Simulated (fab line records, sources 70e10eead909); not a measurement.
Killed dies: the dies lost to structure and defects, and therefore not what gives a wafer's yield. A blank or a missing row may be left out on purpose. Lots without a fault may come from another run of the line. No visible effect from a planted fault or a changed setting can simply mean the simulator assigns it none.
fab line records -- flow nandHarc
[record] lots = 13, wafers = 39, lastDay = 33
route steps=1302 shown P_CONTACT@234 P_M0@283 P_M1@285 END@1302
lots that met no fault: from a run of the same line without faults
startH: hours from the record's first day to the start of the lot's first wafer shown -- waitH: hours since the lot's step before -- " unchanged from the row above -- L1.1+2: a row that stands for several wafers -- - no value present, or no start provided -- * or withheld: withheld -- < > ~ a bound
route shown NAME@n: names a module that has steps shown in the file, with the first one's number in the route -- usual: mean and standard deviation over wafers with no fault -- same: alike in all rows -- chamber/n: place in a boat -- sites: per-site readings -- _std_site: their standard deviation -- _edge_site: the outer-site mean with the inner-site mean subtracted -- radiusMm: how far each site lies from the wafer's centre -- mask NAME#n: copy n -- behind: the tool/chamber that last shaped the wafer -- hold: why the lot was held/for how many hours/how that ended -- device: transistor that didn't switch, given as n, p or np -- end of line: the tests these same wafers got at the end of their route -- a step given without rows: its recipe and nothing more -- killed: dies that structure and defects cost at the first sort, which is not the same as the wafer's yield -- map: a wafer's dies, marking killed ones x, the rest . and places with no die _
set.NAME: the setting the step ran with; set.NAME@STEP: the setting that earlier step ran with -- model.NAME: the simulator's own value behind a step, which no gauge read
steps of the route over a sample of lots; a table a step, a row a wafer
services: when a tool's chamber went out of use (startH, in hours from the record's first day, below 0 if earlier), for how many hours, and the reason
[[steps]]
[step NHARC_P_CONTACT_INSPECT_14]
[usual] rawDefectCount = 4.3/2.7
lot.wafer,tool,chamber,startH,waitH,rawDefectCount
L350.3,defectInspect-01,-,122.48,0.0,5
L350.4,defectInspect-01,-,122.48,0.0,4
L350.6,defectInspect-01,-,122.48,0.0,4
L349.3,defectInspect-02,-,123.24,0.0,6
L349.4,defectInspect-02,-,123.24,0.0,3
L349.5,defectInspect-02,-,123.24,0.0,2
L351.1,defectInspect-02,-,136.94,0.0,1
L351.2,defectInspect-02,-,136.94,0.0,1
L351.5,defectInspect-02,-,136.94,0.0,1
L357.2,defectInspect-01,-,201.12,0.0,1
L357.3,defectInspect-01,-,201.12,0.0,2
L357.5,defectInspect-01,-,201.12,0.0,2
L360.2,defectInspect-01,-,229.26,0.0,4
L360.5,defectInspect-01,-,229.26,0.0,8
L360.6,defectInspect-01,-,229.26,0.0,4
L365.1,defectInspect-02,-,283.82,0.0,3
L365.3,defectInspect-02,-,283.82,0.0,1
L365.5,defectInspect-02,-,283.82,0.0,3
L366.1,defectInspect-01,-,292.06,0.0,4
L366.5,defectInspect-01,-,292.06,0.0,4
L366.6,defectInspect-01,-,292.06,0.0,7
L367.2,defectInspect-01,-,297.50,0.0,2
L367.5,defectInspect-01,-,297.50,0.0,4
L367.6,defectInspect-01,-,297.50,0.0,1
L368.1,defectInspect-02,-,309.78,0.0,2
L368.2,defectInspect-02,-,309.78,0.0,3
L368.5,defectInspect-02,-,309.78,0.0,3
L370.1,defectInspect-02,-,324.95,0.0,4
L370.2,defectInspect-02,-,324.95,0.0,8
L370.4,defectInspect-02,-,324.95,0.0,2
L369.2,defectInspect-01,-,325.41,0.0,4
L369.5,defectInspect-01,-,325.41,0.0,2
L369.6,defectInspect-01,-,325.41,0.0,5
L371.2,defectInspect-02,-,333.99,0.0,12
L371.4,defectInspect-02,-,333.99,0.0,9
L371.6,defectInspect-02,-,333.99,0.0,13
L372.3,defectInspect-01,-,343.63,0.0,1
L372.4,defectInspect-01,-,343.63,0.0,2
L372.5,defectInspect-01,-,343.63,0.0,2
[step NHARC_P_CONTACT_ETCH_31]
[recipe] targetDepthA = 300, timeS = 85.7, ionEnergyEv = 120, overEtchFrac = 1, ch3fFlowSccm = 50, o2FlowSccm = 30, arFlowSccm = 200, rfW = 500, biasW = 100, chemistry = CH3F/O2
[usual] drypumpMotorCurrentA = 5.8/0.4, oesProductAu = 0.978/0.015, rfFwdPowerW = 496.3/1.7, rfVppV = 244.8/1.9, showerheadPlenumPTorr = 2.50/0.12, throttleValvePct = 20.662/0.0094
lot.wafer,tool,chamber,startH,waitH,drypumpMotorCurrentA,oesProductAu,rfFwdPowerW,rfHoursCounterH,rfVppV,showerheadPlenumPTorr,throttleValvePct
L350.3,rieDiel-03,3,-,-,5.9,0.979,496.8,0.6,245.6,2.51,20.669
L350.4,rieDiel-03,0,-,-,5.4,0.994,496.7,0.6,247.1,2.55,20.646
L350.6,rieDiel-03,2,-,-,6.7,0.999,493.1,-,243.5,2.55,20.663
L349.3,rieDiel-09,2,-,-,5.8,0.972,496.1,3.3,246.1,2.57,20.670
L349.4,rieDiel-09,0,-,-,5.5,0.954,497.7,3.7,243.8,2.31,20.663
L349.5,rieDiel-09,3,-,-,6.5,0.962,495.8,-,242.3,2.39,20.665
L351.1,rieDiel-09,1,-,-,5.8,0.989,497.4,4.3,247.1,2.60,20.676
L351.2,rieDiel-09,2,-,-,5.8,0.988,496.6,3.8,246.2,2.57,20.664
L351.5,rieDiel-09,2,-,-,5.8,0.980,497.7,-,245.1,2.57,20.669
L357.2,rieDiel-09,3,-,-,6.5,0.929,495.1,1.5,244.4,2.39,20.662
L357.3,rieDiel-09,1,-,-,5.8,0.961,495.4,1.5,245.9,2.60,20.670
L357.5,rieDiel-09,3,-,-,6.5,0.933,496.6,-,243.4,2.39,20.652
L360.2,rieDiel-03,0,-,-,5.4,0.999,494.6,3.5,246.2,2.55,20.657
L360.5,rieDiel-03,2,-,-,6.7,0.988,497.9,-,246.3,2.55,20.670
L360.6,rieDiel-03,3,-,-,5.9,0.967,495.2,-,245.1,2.51,20.643
L365.3,rieDiel-07,0,-,-,5.5,0.977,495.9,7.1,247.9,2.62,20.659
L365.1,rieDiel-07,3,-,-,6.1,0.965,499.6,6.9,247.7,2.63,20.671
L365.5,rieDiel-07,1,-,-,5.5,0.994,498.1,-,242.6,2.37,20.665
L366.1,rieDiel-03,3,-,-,5.9,0.957,494.6,0.2,245.4,2.51,20.676
L366.5,rieDiel-03,3,-,-,5.9,0.959,497.9,-,244.9,2.51,20.655
L366.6,rieDiel-03,0,-,-,5.4,1.003,496.8,-,244.5,2.55,20.663
L367.2,rieDiel-03,2,-,-,6.7,0.990,495.2,0.6,245.4,2.54,20.667
L367.6,rieDiel-03,2,-,-,6.7,0.986,496.4,-,245.8,2.54,20.686
L367.5,rieDiel-03,3,-,-,5.9,0.973,495.6,-,245.2,2.51,20.663
L368.1,rieDiel-07,1,-,-,5.5,0.984,494.1,0.4,244.5,2.37,20.665
L368.2,rieDiel-07,3,-,-,6.1,0.973,497.1,0.5,244.8,2.63,20.657
L368.5,rieDiel-07,2,-,-,5.5,0.978,493.2,-,239.8,2.29,20.650
L370.1,rieDiel-07,0,-,-,5.5,0.970,494.4,1.4,246.9,2.62,20.658
L370.2,rieDiel-07,2,-,-,5.5,0.998,498.0,1.5,242.2,2.29,20.676
L370.4,rieDiel-07,3,-,-,6.1,0.988,494.6,1.7,246.5,2.63,20.667
L369.2,rieDiel-03,2,-,-,6.6,0.991,496.0,1.6,246.3,2.54,20.656
L369.5,rieDiel-03,2,-,-,6.7,0.997,497.9,-,245.2,2.54,20.680
L369.6,rieDiel-03,3,-,-,5.9,0.977,495.4,-,244.2,2.51,20.666
L371.4,rieDiel-09,1,-,-,5.8,0.974,494.2,0.3,245.5,2.60,20.657
L371.2,rieDiel-09,0,-,-,5.5,0.979,496.3,0.3,241.7,2.31,20.660
L371.6,rieDiel-09,1,-,-,5.8,0.970,494.4,-,248.1,2.60,20.670
L372.4,rieDiel-07,1,-,-,5.5,0.989,496.5,2.4,243.5,2.37,20.670
L372.3,rieDiel-07,3,-,-,6.1,0.987,497.6,3.4,245.8,2.63,20.655
L372.5,rieDiel-07,1,-,-,5.5,0.990,497.5,-,242.0,2.37,20.666
[step NHARC_P_M0_PRE_CLEAN_31]
[recipe] timeS = 12, tempC = 370, rfPowerW = 300, gas = NH3
[usual] heaterPowerW = 652/75, rfFwdPowerW = 292.5/0.92
lot.wafer,tool,chamber,startH,waitH,heaterPowerW,rfFwdPowerW
L350.3,pecvd-01,2,129.30,0.1,601,292.2
L350.6,pecvd-01,2,129.30,0.1,612,292.7
L350.4,pecvd-01,0,129.30,0.1,756,292.5
L349.3,pecvd-03,1,130.03,0.1,731,293.4
L349.5,pecvd-03,2,130.03,0.1,706,292.2
L349.4,pecvd-03,1,130.03,0.1,746,293.0
L351.1,pecvd-03,2,143.93,0.1,662,292.4
L351.2,pecvd-03,1,143.93,0.1,720,291.4
L351.5,pecvd-03,0,143.93,0.1,646,294.3
L357.2,pecvd-04,1,208.63,0.1,541,292.6
L357.3,pecvd-04,1,208.63,0.1,541,293.2
L357.5,pecvd-04,1,208.63,0.1,552,292.6
L360.2,pecvd-04,0,236.71,0.1,544,292.1
L360.6,pecvd-04,0,236.71,0.1,556,291.8
L360.5,pecvd-04,1,236.71,0.1,530,293.3
L365.3,pecvd-04,2,290.82,0.1,819,292.2
L365.1,pecvd-04,0,290.82,0.1,555,291.2
L365.5,pecvd-04,2,290.82,0.1,809,292.5
L366.1,pecvd-04,0,298.76,0.1,528,292.3
L366.5,pecvd-04,0,298.76,0.1,548,290.9
L366.6,pecvd-04,1,298.76,0.1,528,293.3
L367.2,pecvd-03,1,304.38,0.1,650,292.2
L367.6,pecvd-03,1,304.38,0.1,628,292.9
L367.5,pecvd-03,2,304.38,0.1,710,291.7
L368.2,pecvd-03,0,316.51,0.1,587,293.2
L368.1,pecvd-03,2,316.51,0.1,748,291.8
L368.5,pecvd-03,0,316.51,0.1,584,291.2
L370.1,pecvd-01,1,331.90,0.1,601,291.2
L370.2,pecvd-01,2,331.90,0.1,633,292.5
L370.4,pecvd-01,0,331.90,0.1,777,292.4
L369.2,pecvd-03,0,332.16,0.2,659,292.6
L369.6,pecvd-03,0,332.16,0.2,672,292.0
L369.5,pecvd-03,1,332.16,0.2,657,292.0
L371.2,pecvd-03,1,341.66,0.1,624,291.8
L371.4,pecvd-03,2,341.66,0.1,639,293.8
L371.6,pecvd-03,1,341.66,0.1,647,294.0
L372.3,pecvd-01,2,350.38,0.1,606,292.2
L372.5,pecvd-01,0,350.38,0.1,664,293.8
L372.4,pecvd-01,1,350.38,0.1,603,292.9
[step NHARC_P_M1_DEP_00]
[recipe] targetThkA = 1825, targetThkNm = 182.5, tempC = withheld, pressureTorr = 5, flowSccm = 200, rfW = 600, material = SiOC
[usual] rfFwdPowerW = 599.0/1.8
lot.wafer,tool,chamber,startH,waitH,rfFwdPowerW
L350.3,pecvd-04,2,129.84,-,600.4
L350.6,pecvd-04,1,129.84,-,596.7
L350.4,pecvd-04,0,129.84,-,596.3
L349.3,pecvd-03,0,130.47,-,597.6
L349.5,pecvd-03,1,130.47,-,601.2
L349.4,pecvd-03,2,130.47,-,598.8
L351.2,pecvd-01,0,144.47,-,600.8
L351.1,pecvd-01,1,144.47,-,600.9
L351.5,pecvd-01,2,144.47,-,601.2
L357.3,pecvd-01,2,209.29,0.3,501.3
L357.2,pecvd-01,1,209.29,0.3,507.2
L357.5,pecvd-01,2,209.29,0.3,501.6
L360.2,pecvd-01,1,237.24,-,503.7
L360.6,pecvd-01,1,237.24,-,503.4
L360.5,pecvd-01,2,237.24,-,506.4
L365.3,pecvd-03,2,291.29,-,598.4
L365.1,pecvd-03,0,291.29,-,600.1
L365.5,pecvd-03,0,291.29,-,597.6
L366.1,pecvd-03,1,299.30,-,599.7
L366.6,pecvd-03,0,299.30,-,598.5
L366.5,pecvd-03,1,299.30,-,599.1
L367.2,pecvd-04,0,304.92,-,601.0
L367.6,pecvd-04,2,304.92,-,600.9
L367.5,pecvd-04,1,304.92,-,600.9
L368.1,pecvd-03,0,317.02,-,601.1
L368.2,pecvd-03,1,317.02,-,601.3
L368.5,pecvd-03,1,317.02,-,598.2
L370.2,pecvd-04,0,332.38,-,599.1
L370.1,pecvd-04,2,332.38,-,597.5
L370.4,pecvd-04,0,332.38,-,596.6
L369.2,pecvd-03,1,332.68,-,599.1
L369.5,pecvd-03,1,332.68,-,598.8
L369.6,pecvd-03,2,332.68,-,597.1
L371.2,pecvd-04,2,342.12,-,596.8
L371.6,pecvd-04,2,342.12,-,600.1
L371.4,pecvd-04,0,342.12,-,599.3
L372.3,pecvd-04,0,350.88,-,594.9
L372.4,pecvd-04,0,350.88,-,596.5
L372.5,pecvd-04,1,350.88,-,599.3
[step NHARC_END_SORT_01]
[recipe] tempC = 25
[usual] defectLimitedYield = 91/3.2, killedAtArray = 58/22, killedAtOther = 1.0/1.3, killedAtPeriphery = 5/3.4, killedDies = 64/22, killedOpen = 3.6/1.8, killedShort = 2.4/1.7
[same] grossDies = 677
lot.wafer,tool,chamber,startH,waitH,defectLimitedYield[%],killedAtArray,killedAtOther,killedAtPeriphery,killedDies,killedOpen,killedShort
L357.2,prober-01,0,647.77,2.8,90,62,0,3,65,5,1
L357.3,prober-01,0,648.58,3.1,92,50,2,2,54,5,4
L357.5,prober-01,0,650.19,3.7,93,45,0,3,48,2,0
L360.2,prober-01,0,667.69,2.8,94,32,1,5,38,5,2
L360.5,prober-01,0,670.11,3.7,94,34,0,7,41,4,2
L360.6,prober-01,0,670.91,4.0,93,43,0,4,47,4,0
L365.1,prober-01,0,718.31,2.5,87,74,6,6,86,3,4
L365.3,prober-01,0,719.92,3.1,88,78,0,1,79,5,4
L365.5,prober-01,0,721.54,3.7,86,90,2,5,97,4,2
L366.1,prober-02,0,723.41,2.5,88,66,1,11,78,3,1
L366.5,prober-02,0,726.63,3.7,87,80,0,8,88,8,0
L366.6,prober-02,0,727.44,4.0,90,64,0,6,70,3,3
L368.1,prober-02,0,750.07,2.5,87,87,0,3,90,5,1
L368.2,prober-02,0,750.87,2.8,88,71,1,8,80,4,0
L368.5,prober-02,0,753.28,3.7,89,67,1,9,77,4,4
L367.2,prober-01,0,750.87,2.8,90,60,4,4,68,4,3
L367.5,prober-01,0,753.28,3.7,90,57,0,8,65,4,2
L367.6,prober-01,0,754.09,4.0,92,47,3,1,51,1,2
// killed by level:class
L357.2 A_SLIT:chamberFilmFlake=35 A_CHANNEL_HOLE_D2:chamberFilmFlake=14 A_CHANNEL_HOLE_D1:chamberFilmFlake=4 A_CONTACT:chamberFilmFlake=3 A_WL_FILL:geometricParticle:open=2 P_STI:geometricParticle:open=1 P_M2:geometricParticle:open=1 A_CHANNEL_HOLE_D1:geometricParticle:open=1
L357.3 A_SLIT:chamberFilmFlake=23 A_CHANNEL_HOLE_D2:chamberFilmFlake=12 A_CONTACT:chamberFilmFlake=4 A_CHANNEL_FILL_D1:geometricParticle:open=2 A_WL_FILL:geometricParticle:short=2 A_CONTACT:geometricParticle:open=2 A_CHANNEL_HOLE_D1:chamberFilmFlake=2 A_SOURCE_PLATE:geometricParticle:short=1
L357.5 A_SLIT:chamberFilmFlake=26 A_CHANNEL_HOLE_D2:chamberFilmFlake=6 A_CHANNEL_HOLE_D1:chamberFilmFlake=5 A_CONTACT:chamberFilmFlake=4 A_WL_FILL:chamberFilmFlake=2 P_CONTACT:geometricParticle:open=1 A_M1:geometricParticle:open=1 P_STI:chamberFilmFlake=1
L360.2 A_CHANNEL_HOLE_D2:chamberFilmFlake=19 A_CHANNEL_HOLE_D1:chamberFilmFlake=3 P_CONTACT:geometricParticle:open=2 A_DECK1_JOINT:chamberFilmFlake=2 P_M1:geometricParticle:open=1 A_ONON_D1:geometricParticle:open=1 A_DECK1_JOINT:geometricParticle:short=1 A_M1:geometricParticle:open=1
L360.5 A_CHANNEL_HOLE_D2:chamberFilmFlake=16 P_GATE:chamberFilmFlake=4 A_CHANNEL_HOLE_D1:chamberFilmFlake=4 A_CONTACT:chamberFilmFlake=4 P_CONTACT:geometricParticle:open=2 A_STAIRCASE:chamberFilmFlake=2 A_WL_FILL:chamberFilmFlake=2 P_M0:geometricParticle:open=1
L360.6 A_CHANNEL_HOLE_D2:chamberFilmFlake=15 A_CHANNEL_HOLE_D1:chamberFilmFlake=11 A_CONTACT:chamberFilmFlake=7 P_GATE:chamberFilmFlake=3 A_SGD_CUT:chamberFilmFlake=3 A_BLC:chamberFilmFlake=2 P_M0:geometricParticle:open=1 A_SOURCE_PLATE:geometricParticle:open=1
L365.1 A_SLIT:chamberFilmFlake=34 A_CHANNEL_HOLE_D1:chamberFilmFlake=26 THIN_TSV:chamberFilmFlake=5 A_STAIRCASE:chamberFilmFlake=4 P_ZERO_WELL:chamberFilmFlake=2 P_BONDPAD:chamberFilmFlake=2 A_CHANNEL_FILL_D2:chamberFilmFlake=2 P_CONTACT:geometricParticle:short=1
L365.3 A_CHANNEL_HOLE_D1:chamberFilmFlake=31 A_SLIT:chamberFilmFlake=27 A_STAIRCASE:chamberFilmFlake=5 A_CHANNEL_FILL_D1:geometricParticle:short=2 A_DECK1_JOINT:chamberFilmFlake=2 A_CONTACT:chamberFilmFlake=2 A_BONDPAD:chamberFilmFlake=2 P_M0:geometricParticle:open=1
L365.5 A_SLIT:chamberFilmFlake=38 A_CHANNEL_HOLE_D1:chamberFilmFlake=33 A_STAIRCASE:chamberFilmFlake=6 A_DECK1_JOINT:chamberFilmFlake=4 A_DECK1_JOINT:geometricParticle:open=2 P_GATE:chamberFilmFlake=2 P_BONDPAD:chamberFilmFlake=2 HYBRID_BOND:latent=2
L366.1 A_CHANNEL_HOLE_D1:chamberFilmFlake=36 A_CHANNEL_HOLE_D2:chamberFilmFlake=17 P_BONDPAD:chamberFilmFlake=5 A_SLIT:chamberFilmFlake=5 P_CONTACT:chamberFilmFlake=3 A_CONTACT:chamberFilmFlake=3 P_CONTACT:geometricParticle:open=1 A_CHANNEL_HOLE_D1:geometricParticle:short=1
L366.5 A_CHANNEL_HOLE_D1:chamberFilmFlake=32 A_CHANNEL_HOLE_D2:chamberFilmFlake=26 A_CONTACT:chamberFilmFlake=6 P_CONTACT:chamberFilmFlake=4 A_DECK1_JOINT:chamberFilmFlake=3 A_STAIRCASE:chamberFilmFlake=3 A_DECK1_JOINT:geometricParticle:open=2 A_CHANNEL_FILL_D2:geometricParticle:open=2
L366.6 A_CHANNEL_HOLE_D1:chamberFilmFlake=29 A_CHANNEL_HOLE_D2:chamberFilmFlake=21 P_CONTACT:chamberFilmFlake=3 A_STAIRCASE:chamberFilmFlake=3 A_M0:geometricParticle:open=2 P_BONDPAD:chamberFilmFlake=2 A_CONTACT:chamberFilmFlake=2 A_DECK1_JOINT:geometricParticle:short=1
L368.1 A_CHANNEL_HOLE_D2:chamberFilmFlake=28 A_SLIT:chamberFilmFlake=25 A_CHANNEL_HOLE_D1:chamberFilmFlake=11 A_CONTACT:chamberFilmFlake=6 A_STAIRCASE:chamberFilmFlake=5 A_M1:geometricParticle:open=3 A_WL_FILL:chamberFilmFlake=2 A_ONON_D1:geometricParticle:short=1
L367.2 A_SLIT:chamberFilmFlake=33 A_CHANNEL_HOLE_D1:chamberFilmFlake=14 THIN_TSV:chamberFilmFlake=3 A_WL_FILL:geometricParticle:open=2 P_CONTACT:chamberFilmFlake=2 A_CHANNEL_FILL_D1:chamberFilmFlake=2 A_CONTACT:chamberFilmFlake=2 P_GATE:geometricParticle:open=1
L368.2 A_SLIT:chamberFilmFlake=28 A_CHANNEL_HOLE_D2:chamberFilmFlake=18 A_CHANNEL_HOLE_D1:chamberFilmFlake=8 P_M2:chamberFilmFlake=5 A_CONTACT:chamberFilmFlake=5 A_WL_FILL:chamberFilmFlake=4 A_STAIRCASE:chamberFilmFlake=2 P_CONTACT:geometricParticle:open=1
L368.5 A_CHANNEL_HOLE_D2:chamberFilmFlake=22 A_SLIT:chamberFilmFlake=19 A_STAIRCASE:chamberFilmFlake=6 A_CHANNEL_HOLE_D1:chamberFilmFlake=5 P_M2:chamberFilmFlake=4 P_CONTACT:chamberFilmFlake=3 A_CONTACT:chamberFilmFlake=3 A_DECK1_JOINT:geometricParticle:open=2
L367.5 A_SLIT:chamberFilmFlake=33 A_CHANNEL_HOLE_D1:chamberFilmFlake=10 A_STAIRCASE:chamberFilmFlake=3 A_CONTACT:chamberFilmFlake=3 P_CONTACT:geometricParticle:open=2 P_ZERO_WELL:chamberFilmFlake=2 P_CONTACT:chamberFilmFlake=2 A_CHANNEL_FILL_D1:chamberFilmFlake=2
L367.6 A_SLIT:chamberFilmFlake=22 A_CHANNEL_HOLE_D1:chamberFilmFlake=8 A_CONTACT:chamberFilmFlake=5 A_STAIRCASE:chamberFilmFlake=4 THIN_TSV:chamberFilmFlake=3 A_DECK1_JOINT:chamberFilmFlake=2 A_CHANNEL_HOLE_D1:geometricParticle:short=1 A_SGD_CUT:geometricParticle:short=1
[[services]]
tool,chamber,startH,hours,kind
pecvd-01,-,101.66,2.8,repair
rieDiel-07,-,102.07,2.0,repair
rieDiel-03,-,104.30,9.0,pm
pecvd-04,-,110.81,1.1,repair
rieDiel-07,-,117.32,9.0,pm
rieDiel-03,0,128.10,5.5,repair
pecvd-01,-,130.56,13.0,pm
rieDiel-09,-,143.10,9.0,pm
pecvd-03,1,175.72,4.2,repair
pecvd-03,-,185.06,13.0,pm
pecvd-03,0,185.06,13.0,ventCycle
pecvd-03,1,185.06,13.0,ventCycle
pecvd-03,2,185.06,13.0,ventCycle
rieDiel-09,-,191.15,8.7,repair
pecvd-04,2,203.75,5.1,repair
rieDiel-07,-,227.28,33.0,repair
pecvd-03,-,242.20,1.4,repair
pecvd-04,-,269.28,13.0,pm
rieDiel-03,-,281.30,9.0,pm
rieDiel-07,-,294.32,9.0,pm
pecvd-01,-,311.56,13.0,pm
rieDiel-09,-,320.10,9.0,pm
rieDiel-03,2,327.64,4.8,repair
rieDiel-07,-,328.96,0.3,repair
[[key]]
[firstSign] step = NHARC_P_M1_DEP_00, reading = rfFwdPowerW, direction = down, sigmas = 54, usual = *, struck = *
effect none on later readings
metAt NHARC_P_M1_DEP_00
struckLots L357,L360
notActingAt NHARC_P_CONTACT_INSPECT_14,NHARC_P_CONTACT_ETCH_31,NHARC_P_M0_PRE_CLEAN_31
onsetBetween 144.47 209.29
[fault] kind = processParameterDrift, tool = pecvd-01, chamber = -, onsetH = 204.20, steps = NHARC_P_M1_DEP_00, channel = rfW, offset = *, shape = step, endH = 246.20, actsIn = *, stated = *
